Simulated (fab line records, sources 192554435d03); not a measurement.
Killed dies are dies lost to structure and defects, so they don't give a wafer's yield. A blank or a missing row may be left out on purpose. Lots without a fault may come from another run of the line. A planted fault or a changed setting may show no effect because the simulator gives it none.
One fault seen from 2 desks | flow n5_finfet | each desk has only its own numbers; what lay behind them comes last

THE TOOL OWNER'S DESK: krf_scanner-02
The tool's own readings at N5_BEOL_M15_EXPOSE_25 (exposes mask M15, target cd 400 nm): means of the sampled wafers that have a number, for each lot that ran on this tool. A lot is out of limits, marked OUT, if its mean lies more than 4 standard deviations from the usual mean; the brackets give that distance.
Columns: A = exposure_dose_mJ_cm2 at N5_BEOL_M15_EXPOSE_25, usual 35.46
lot  | first seen here | A
L430 | day 14 06:31    | 36.07 (+17) OUT
L431 | day 14 09:41    | 35.96 (+14) OUT
This desk's finding: out of limits on L430, L431; first on L430, day 14 06:31 (exposure_dose_mJ_cm2 at N5_BEOL_M15_EXPOSE_25). In limits: none.

THE METROLOGY DESK
What the gauges read, lot by lot, whatever tool the lot ran on: means of the sampled wafers that have a number. A lot is out of limits, marked OUT, if its mean lies more than 4 standard deviations from the usual mean; the brackets give that distance.
Columns: A = cd_nm at N5_BEOL_M15_CD_MEAS_17, usual 361.7 nm
lot  | first seen here | A
L420 | day 10 11:07    | 361.8
L430 | day 14 05:31    | 363.2
L431 | day 14 08:58    | 362.6
L433 | day 15 01:52    | 361.4
L435 | day 15 04:50    | 362.7
L437 | day 16 04:54    | 362.3
This desk's finding: nothing out of limits on any of the 6 lots.

PUT TOGETHER
The tool owner's desk could have raised an alarm at day 14 06:31, on L430, L431.
The metrology desk saw nothing out of limits.
The metrology desk has L430, L431 on record, within its limits.
Of the lots named, all ran N5_BEOL_M15_EXPOSE_25 on krf_scanner-02.

WHAT THE SIMULATOR HAD PUT IN
Process parameter drift: krf_scanner-02, from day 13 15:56 on, at N5_BEOL_M15_EXPOSE_25. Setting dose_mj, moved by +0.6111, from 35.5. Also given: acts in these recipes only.
Lots struck among those shown: L430, L431.
Hours from the fault's start to each desk's first reading out of limits: the tool owner's desk, 15.
